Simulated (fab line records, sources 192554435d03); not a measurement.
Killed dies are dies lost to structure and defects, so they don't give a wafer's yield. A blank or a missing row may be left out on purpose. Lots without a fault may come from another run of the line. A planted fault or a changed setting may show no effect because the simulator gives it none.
Which tool did it? | flow n5_finfet | 22 lots, 66 wafers sampled, at 6 steps of a route of 1938

WHAT THE GAUGES READ, wafer by wafer
N5_BEOL_M0_SAQP_OVL_MEAS_41.
lot  | measured     | on         | M0_CUT1_OVL (nm)
L074 | day 5 19:49  | overlay-01 | 0.0 0.2 0.4
L075 | day 6 00:01  | overlay-01 | 1.8 1.2 1.1
L076 | day 6 00:41  | overlay-01 | -0.2 0.5 -0.7
L077 | day 6 11:04  | overlay-01 | -0.1 0.6 0.3
L078 | day 6 17:57  | overlay-02 | 0.7 -0.3 -0.1
L079 | day 6 22:49  | overlay-01 | 1.0 -0.4 0.6
L081 | day 7 12:57  | overlay-01 | 0.6 0.9 0.7
L082 | day 7 14:07  | overlay-01 | -0.1 0.2 0.1
L083 | day 7 18:03  | overlay-02 | 0.2 0.0 0.9
L084 | day 8 02:23  | overlay-01 | 0.8 1.2 0.9
L085 | day 8 11:47  | overlay-02 | 0.0 0.8 0.6
L086 | day 8 23:51  | overlay-02 | 0.5 0.3 0.5
L088 | day 9 07:23  | overlay-02 | -0.2 0.8 0.2
L087 | day 9 09:32  | overlay-02 | 0.1 -0.6 -0.5
L089 | day 9 17:43  | overlay-02 | 0.2 -0.1 1.8
L090 | day 9 23:12  | overlay-02 | 0.0 -0.1 0.6
L092 | day 10 10:08 | overlay-02 | 0.1 1.3 0.0
L093 | day 10 14:30 | overlay-01 | -0.8 0.1 -0.3
L094 | day 10 16:13 | overlay-01 | 0.2 0.4 0.0
L095 | day 10 21:34 | overlay-02 | 0.4 -0.9 0.4
L096 | day 11 08:31 | overlay-01 | 0.6 0.2 0.9
L097 | day 11 12:43 | overlay-01 | -0.5 0.3 -0.4

N5_BEOL_M0_INSPECT_127: inspects for defects (darkfield).
lot  | measured     | on                | raw_defect_count
L074 | day 6 09:50  | defect_inspect-02 | 42 47 57
L075 | day 6 12:20  | defect_inspect-01 | 39 47 64
L076 | day 6 09:25  | defect_inspect-02 | 83 107 80
L077 | day 6 22:50  | defect_inspect-01 | 61 45 48
L078 | day 7 02:22  | defect_inspect-02 | 41 58 81
L079 | day 7 05:29  | defect_inspect-02 | 99 61 101
L081 | day 7 19:44  | defect_inspect-01 | 53 51 59
L082 | day 7 21:05  | defect_inspect-01 | 76 83 99
L083 | day 8 00:27  | defect_inspect-02 | 71 38 47
L084 | day 8 10:19  | defect_inspect-01 | 81 89 53
L085 | day 8 20:58  | defect_inspect-02 | 99 50 54
L086 | day 9 08:29  | defect_inspect-01 | 43 23 41
L088 | day 9 16:52  | defect_inspect-02 | 92 32 50
L087 | day 9 20:05  | defect_inspect-01 | 45 47 35
L089 | day 10 00:30 | defect_inspect-01 | 95 43 55
L090 | day 10 06:20 | defect_inspect-01 | 47 35 48
L092 | day 10 19:59 | defect_inspect-02 | 63 50 35
L093 | day 10 22:11 | defect_inspect-02 | 61 61 72
L094 | day 10 21:58 | defect_inspect-02 | 77 49 43
L095 | day 11 04:00 | defect_inspect-02 | 84 50 91
L096 | day 11 16:43 | defect_inspect-02 | 54 43 20
L097 | day 11 20:27 | defect_inspect-02 | 39 46 62

WHICH TOOL RAN EACH LOT (tool, then ch and the chambers of the sampled wafers, then the start)
lot  | N5_BEOL_M0_SAQP_STRIP_75           | N5_BEOL_M0_CUTY_DESCUM_61          | N5_BEOL_M0_CUTY_ETCH_62            | N5_BEOL_M0_ETCH_138
L074 | rie_diel-02 ch 0,1,2, day 5 21:43  | rie_diel-04 ch 0,1, day 5 22:04    | rie_diel-04 ch 0,1, day 5 22:07    | rie_diel-04 ch 0,1, day 5 22:17
L075 | rie_diel-02 ch 1,2,3, day 6 01:03  | rie_diel-01 ch 0,1, day 6 01:32    | rie_diel-01 ch 0,1, day 6 01:34    | rie_diel-01 ch 0,1, day 6 01:44
L076 | rie_diel-06 ch 0,1,2, day 6 01:41  | rie_diel-04 ch 0,1,2, day 6 02:07  | rie_diel-04 ch 0,1,2, day 6 02:10  | rie_diel-04 ch 0,1,2, day 6 02:20
L077 | rie_diel-02 ch 0,1,2, day 6 12:07  | rie_diel-04 ch 0,2,3, day 6 12:28  | rie_diel-04 ch 0,2,3, day 6 12:30  | rie_diel-04 ch 0,2,3, day 6 12:40
L078 | rie_diel-06 ch 0,2,3, day 6 19:02  | rie_diel-05 ch 1,2,3, day 6 19:34  | rie_diel-05 ch 1,2,3, day 6 19:36  | rie_diel-05 ch 1,2,3, day 6 19:46
L079 | rie_diel-06 ch 0,2,3, day 6 23:49  | rie_diel-04 ch 0,3, day 7 00:10    | rie_diel-04 ch 0,3, day 7 00:12    | rie_diel-04 ch 0,3, day 7 00:22
L081 | rie_diel-06 ch 1,2,3, day 7 13:56  | rie_diel-05 ch 0,2,3, day 7 14:41  | rie_diel-05 ch 0,2,3, day 7 14:44  | rie_diel-05 ch 0,2,3, day 7 14:54
L082 | rie_diel-02 ch 0,2,3, day 7 15:10  | rie_diel-05 ch 0,1,3, day 7 15:38  | rie_diel-05 ch 0,1,3, day 7 15:40  | rie_diel-05 ch 0,1,3, day 7 15:50
L083 | rie_diel-06 ch 0,2,3, day 7 19:28  | rie_diel-04 ch 0,2, day 7 20:01    | rie_diel-04 ch 0,2, day 7 20:02    | rie_diel-04 ch 0,2, day 7 20:13
L084 | rie_diel-06 ch 0,1,3, day 8 03:35  | rie_diel-01 ch 1,2,3, day 8 03:56  | rie_diel-01 ch 1,2,3, day 8 03:59  | rie_diel-01 ch 1,2,3, day 8 04:09
L085 | rie_diel-03 ch 2,3, day 8 12:52    | rie_diel-05 ch 0,1,2, day 8 13:37  | rie_diel-05 ch 0,1,2, day 8 13:40  | rie_diel-05 ch 0,1,2, day 8 13:50
L086 | rie_diel-06 ch 0,1,3, day 9 00:51  | rie_diel-05 ch 0,1, day 9 01:20    | rie_diel-05 ch 0,1, day 9 01:22    | rie_diel-05 ch 0,1, day 9 01:32
L088 | rie_diel-02 ch 0,1, day 9 08:22    | rie_diel-01 ch 0,1,2, day 9 08:51  | rie_diel-01 ch 0,1,2, day 9 08:53  | rie_diel-01 ch 0,1,2, day 9 09:04
L087 | rie_diel-06 ch 0,1,2, day 9 10:55  | rie_diel-05 ch 0,2,3, day 9 11:31  | rie_diel-05 ch 0,2,3, day 9 11:32  | rie_diel-05 ch 0,2,3, day 9 11:43
L089 | rie_diel-02 ch 1,3, day 9 18:48    | rie_diel-01 ch 0,2, day 9 19:10    | rie_diel-01 ch 0,2, day 9 19:11    | rie_diel-01 ch 0,2, day 9 19:22
L090 | rie_diel-03 ch 0,3, day 10 00:13   | rie_diel-01 ch 0,1,2, day 10 00:35 | rie_diel-01 ch 0,1,2, day 10 00:37 | rie_diel-01 ch 0,1,2, day 10 00:47
L092 | rie_diel-03 ch 1,2,3, day 10 11:11 | rie_diel-04 ch 0,1,3, day 10 11:40 | rie_diel-04 ch 0,1,3, day 10 11:43 | rie_diel-04 ch 0,1,3, day 10 11:53
L093 | rie_diel-06 ch 0,2,3, day 10 15:30 | rie_diel-05 ch 1,2, day 10 16:06   | rie_diel-05 ch 1,2, day 10 16:08   | rie_diel-05 ch 1,2, day 10 16:18
L094 | rie_diel-02 ch 1,2, day 10 17:13   | rie_diel-01 ch 0,3, day 10 17:34   | rie_diel-01 ch 0,3, day 10 17:36   | rie_diel-01 ch 0,3, day 10 17:46
L095 | rie_diel-03 ch 0,2, day 10 22:39   | rie_diel-04 ch 1,2,3, day 10 23:01 | rie_diel-04 ch 1,2,3, day 10 23:02 | rie_diel-04 ch 1,2,3, day 10 23:13
L096 | rie_diel-02 ch 1,2,3, day 11 09:31 | rie_diel-05 ch 1,2, day 11 09:52   | rie_diel-05 ch 1,2, day 11 09:55   | rie_diel-05 ch 1,2, day 11 10:05
L097 | rie_diel-06 ch 0,2,3, day 11 13:42 | rie_diel-01 ch 2,3, day 11 14:03   | rie_diel-01 ch 2,3, day 11 14:05   | rie_diel-01 ch 2,3, day 11 14:16
- N5_BEOL_M0_SAQP_STRIP_75: strips in CF4.
- N5_BEOL_M0_CUTY_DESCUM_61: chemistry O2, time 7.9 s.
- N5_BEOL_M0_CUTY_ETCH_62: etches SiARC in CF4, time 58.5 s.
- N5_BEOL_M0_ETCH_138: etches SiCN in CH3F/O2, target depth 12 nm, time 31.6 s.

WHAT THE TOOLS THEMSELVES READ (means of the sampled wafers that have a number; where no wafer has one, the mark that the record gives instead)
N5_BEOL_M0_SAQP_STRIP_75.
lot  | tool        | drypump_motor_current_A (A) | oes_product_au (a.u.) | power_w (W) | rf_vpp_V (V) | showerhead_plenum_p_Torr (Torr) | throttle_valve_pct (%)
L074 | rie_diel-02 | 6.3                         | 0.170                 | 300.1       | 272.0        | 1.82                            | 13.6
L075 | rie_diel-02 | 6.0                         | 0.188                 | 300.8       | 271.0        | 1.79                            | 13.6
L076 | rie_diel-06 | 5.6                         | 0.180                 | 299.5       | 271.2        | 1.81                            | 13.8
L077 | rie_diel-02 | 6.3                         | 0.174                 | 300.3       | 270.8        | 1.82                            | 13.7
L078 | rie_diel-06 | 5.6                         | 0.197                 | 299.5       | 271.7        | 1.84                            | 13.6
L079 | rie_diel-06 | 5.6                         | 0.190                 | 299.6       | 272.3        | 1.84                            | 13.6
L081 | rie_diel-06 | 5.4                         | 0.201                 | 300.2       | 271.5        | 1.83                            | 13.5
L082 | rie_diel-02 | 5.9                         | 0.172                 | 300.2       | 271.0        | 1.80                            | 13.7
L083 | rie_diel-06 | 5.6                         | 0.188                 | 300.4       | 271.6        | 1.84                            | 13.6
L084 | rie_diel-06 | 5.6                         | 0.202                 | 298.6       | 272.0        | 1.83                            | 13.4
L085 | rie_diel-03 | 6.0                         | 0.181                 | 300.4       | 270.9        | 1.84                            | 13.7
L086 | rie_diel-06 | 5.6                         | 0.201                 | 300.0       | 271.6        | 1.82                            | 13.4
L088 | rie_diel-02 | 6.5                         | 0.177                 | 300.6       | 272.4        | 1.84                            | 13.5
L087 | rie_diel-06 | 5.6                         | 0.186                 | 299.4       | 270.4        | 1.80                            | 13.7
L089 | rie_diel-02 | 6.2                         | 0.191                 | 299.8       | 270.9        | 1.80                            | 13.4
L090 | rie_diel-03 | 5.9                         | 0.177                 | 299.7       | 271.3        | 1.81                            | 13.6
L092 | rie_diel-03 | 6.0                         | 0.176                 | 300.4       | 271.3        | 1.80                            | 13.7
L093 | rie_diel-06 | 5.6                         | 0.181                 | 299.5       | 271.5        | 1.84                            | 13.7
L094 | rie_diel-02 | 6.3                         | 0.202                 | 300.8       | 271.1        | 1.78                            | 13.4
L095 | rie_diel-03 | 6.5                         | 0.212                 | 299.7       | 271.5        | 1.79                            | 13.2
L096 | rie_diel-02 | 5.9                         | 0.196                 | 300.5       | 271.2        | 1.78                            | 13.5
L097 | rie_diel-06 | 5.6                         | 0.184                 | 299.9       | 271.6        | 1.83                            | 13.7

N5_BEOL_M0_CUTY_DESCUM_61.
lot  | tool        | drypump_motor_current_A (A) | oes_product_au (a.u.) | rf_vpp_V (V) | showerhead_plenum_p_Torr (Torr) | throttle_valve_pct (%)
L074 | rie_diel-04 | 5.9                         | 0.68                  | 242.5        | 2.08                            | 20.37
L075 | rie_diel-01 | 5.7                         | 0.91                  | 242.3        | 2.05                            | 20.10
L076 | rie_diel-04 | 5.8                         | 0.70                  | 243.6        | 2.08                            | 20.43
L077 | rie_diel-04 | 5.6                         | 0.69                  | 243.5        | 2.15                            | 20.49
L078 | rie_diel-05 | 5.4                         | 0.77                  | 243.0        | 2.05                            | 20.51
L079 | rie_diel-04 | 5.4                         | 0.67                  | 243.6        | 2.15                            | 20.44
L081 | rie_diel-05 | 5.2                         | 0.74                  | 242.4        | 2.02                            | 20.59
L082 | rie_diel-05 | 5.2                         | 0.75                  | 242.8        | 2.05                            | 20.33
L083 | rie_diel-04 | 5.8                         | 0.80                  | 244.1        | 2.13                            | 20.45
L084 | rie_diel-01 | 5.5                         | 0.77                  | 244.6        | 2.14                            | 20.60
L085 | rie_diel-05 | 5.4                         | 0.76                  | 241.7        | 1.97                            | 20.50
L086 | rie_diel-05 | 5.1                         | 0.74                  | 242.1        | 1.98                            | 20.32
L088 | rie_diel-01 | 5.5                         | 0.84                  | 243.5        | 2.08                            | 20.38
L087 | rie_diel-05 | 5.2                         | 0.73                  | 241.9        | 2.01                            | 20.60
L089 | rie_diel-01 | 5.6                         | 0.84                  | 243.3        | 2.11                            | 20.46
L090 | rie_diel-01 | 5.5                         | 0.82                  | 243.9        | 2.08                            | 20.37
L092 | rie_diel-04 | 5.5                         | 0.92                  | 245.1        | 2.16                            | 20.03
L093 | rie_diel-05 | 5.6                         | 0.77                  | 240.8        | 2.00                            | 20.47
L094 | rie_diel-01 | 6.0                         | 0.82                  | 242.6        | 2.07                            | 20.28
L095 | rie_diel-04 | 5.5                         | 0.94                  | 244.1        | 2.16                            | 20.13
L096 | rie_diel-05 | 5.7                         | 0.75                  | 240.9        | 1.96                            | 20.73
L097 | rie_diel-01 | 5.6                         | 0.75                  | 243.7        | 2.16                            | 20.73

N5_BEOL_M0_CUTY_ETCH_62.
lot  | tool        | drypump_motor_current_A (A) | etch_rf_on_time_s (s) | oes_product_au (a.u.) | rf_vpp_V (V) | showerhead_plenum_p_Torr (Torr) | throttle_valve_pct (%)
L074 | rie_diel-04 | 5.9                         | 61.0                  | 0.58                  | 184.2        | 2.14                            | 15.70
L075 | rie_diel-01 | 5.7                         | 60.0                  | 0.75                  | 184.1        | 2.12                            | 15.43
L076 | rie_diel-04 | 5.8                         | 61.1                  | 0.58                  | 184.2        | 2.14                            | 15.81
L077 | rie_diel-04 | 5.6                         | 59.7                  | 0.58                  | 184.1        | 2.20                            | 15.75
L078 | rie_diel-05 | 5.4                         | 58.4                  | 0.66                  | 183.8        | 2.09                            | 15.67
L079 | rie_diel-04 | 5.3                         | 58.8                  | 0.59                  | 185.8        | 2.19                            | 15.60
L081 | rie_diel-05 | 5.2                         | 56.1                  | 0.64                  | 183.2        | 2.08                            | 15.85
L082 | rie_diel-05 | 5.2                         | 57.9                  | 0.64                  | 183.2        | 2.11                            | 15.65
L083 | rie_diel-04 | 5.8                         | 60.5                  | 0.66                  | 185.0        | 2.20                            | 15.77
L084 | rie_diel-01 | 5.5                         | 58.9                  | 0.65                  | 184.5        | 2.17                            | 15.61
L085 | rie_diel-05 | 5.4                         | 59.0                  | 0.65                  | 182.6        | 2.04                            | 15.73
L086 | rie_diel-05 | 5.1                         | 58.8                  | 0.63                  | 183.7        | 2.06                            | 15.70
L088 | rie_diel-01 | 5.5                         | 58.9                  | 0.70                  | 183.9        | 2.13                            | 15.52
L087 | rie_diel-05 | 5.2                         | 56.4                  | 0.63                  | 183.7        | 2.08                            | 15.87
L089 | rie_diel-01 | 5.6                         | 58.8                  | 0.72                  | 183.5        | 2.14                            | 15.46
L090 | rie_diel-01 | 5.5                         | 59.0                  | 0.69                  | 182.9        | 2.13                            | 15.54
L092 | rie_diel-04 | 5.6                         | 58.2                  | 0.78                  | 185.1        | 2.21                            | 15.21
L093 | rie_diel-05 | 5.6                         | 60.9                  | 0.65                  | 182.3        | 2.05                            | 15.59
L094 | rie_diel-01 | 6.0                         | 60.5                  | 0.69                  | 184.0        | 2.13                            | 15.53
L095 | rie_diel-04 | 5.5                         | 59.0                  | 0.79                  | 185.3        | 2.22                            | 15.33
L096 | rie_diel-05 | 5.7                         | 59.6                  | 0.65                  | 183.2        | 2.01                            | 15.82
L097 | rie_diel-01 | 5.6                         | 58.1                  | 0.66                  | 184.3        | 2.17                            | 15.59

N5_BEOL_M0_ETCH_138.
lot  | tool        | drypump_motor_current_A (A) | etch_rf_on_time_s (s) | oes_product_au (a.u.) | rf_vpp_V (V) | showerhead_plenum_p_Torr (Torr) | throttle_valve_pct (%)
L074 | rie_diel-04 | 5.9                         | 28.8                  | 0.59                  | 296.9        | 2.02                            | 16.52
L075 | rie_diel-01 | 5.7                         | 28.7                  | 0.77                  | 296.8        | 1.97                            | 16.10
L076 | rie_diel-04 | 5.8                         | 29.8                  | 0.59                  | 297.4        | 2.02                            | 16.59
L077 | rie_diel-04 | 5.6                         | 30.8                  | 0.59                  | 298.3        | 2.07                            | 16.52
L078 | rie_diel-05 | 5.4                         | 28.2                  | 0.66                  | 296.9        | 1.95                            | 16.36
L079 | rie_diel-04 | 5.3                         | 29.2                  | 0.58                  | 298.7        | 2.06                            | 16.37
L081 | rie_diel-05 | 5.2                         | 28.6                  | 0.64                  | 295.3        | 1.93                            | 16.48
L082 | rie_diel-05 | 5.2                         | 29.7                  | 0.63                  | 296.4        | 1.96                            | 16.28
L083 | rie_diel-04 | 5.8                         | 29.9                  | 0.67                  | 297.7        | 2.07                            | 16.55
L084 | rie_diel-01 | 5.5                         | 28.6                  | 0.66                  | 298.0        | 2.03                            | 16.36
L085 | rie_diel-05 | 5.4                         | 29.4                  | 0.65                  | 294.8        | 1.89                            | 16.40
L086 | rie_diel-05 | 5.1                         | 30.6                  | 0.62                  | 296.4        | 1.91                            | 16.30
L088 | rie_diel-01 | 5.5                         | 28.7                  | 0.70                  | 297.8        | 1.99                            | 16.23
L087 | rie_diel-05 | 5.2                         | 28.5                  | 0.62                  | 296.0        | 1.92                            | 16.51
L089 | rie_diel-01 | 5.6                         | 28.9                  | 0.73                  | 297.6        | 2.00                            | 16.18
L090 | rie_diel-01 | 5.5                         | 29.5                  | 0.69                  | 297.1        | 1.99                            | 16.25
L092 | rie_diel-04 | 5.6                         | 28.8                  | 0.78                  | 299.9        | 2.08                            | 16.02
L093 | rie_diel-05 | 5.6                         | 28.8                  | 0.66                  | 295.1        | 1.91                            | 16.33
L094 | rie_diel-01 | 6.0                         | 29.0                  | 0.69                  | 296.8        | 1.98                            | 16.20
L095 | rie_diel-04 | 5.5                         | 28.6                  | 0.80                  | 298.2        | 2.08                            | 16.11
L096 | rie_diel-05 | 5.7                         | 29.3                  | 0.65                  | 293.9        | 1.87                            | 16.54
L097 | rie_diel-01 | 5.6                         | 27.7                  | 0.67                  | 297.3        | 2.03                            | 16.35

THE ANSWER, worked out from the rows above alone
Rule: what is usual is taken from the lots themselves. Put in order of their means at a reading, lots are off if they are a third of the lots or fewer, leave a main group of 4 or more, and stand apart from it by a gap of 3 or more times the standard deviation of the main group's means; of several such gaps the widest counts. A main group whose means are all the same, to the digits that the tables above print for the reading, isn't used. A lot without any number at a reading at which 4 lots or more have one is off too. The other lots that the step has rows for count as sound. The gauges are gone through in route order, then the tools' own readings, and for those a lot's mean is taken as printed above. The first step at which some lot is off is used, and at that step the reading that is off furthest; a lot without a number counts as furthest.
No lot is off at any reading shown: from this, nothing can be told.

WHAT THE SIMULATOR HAD PUT IN
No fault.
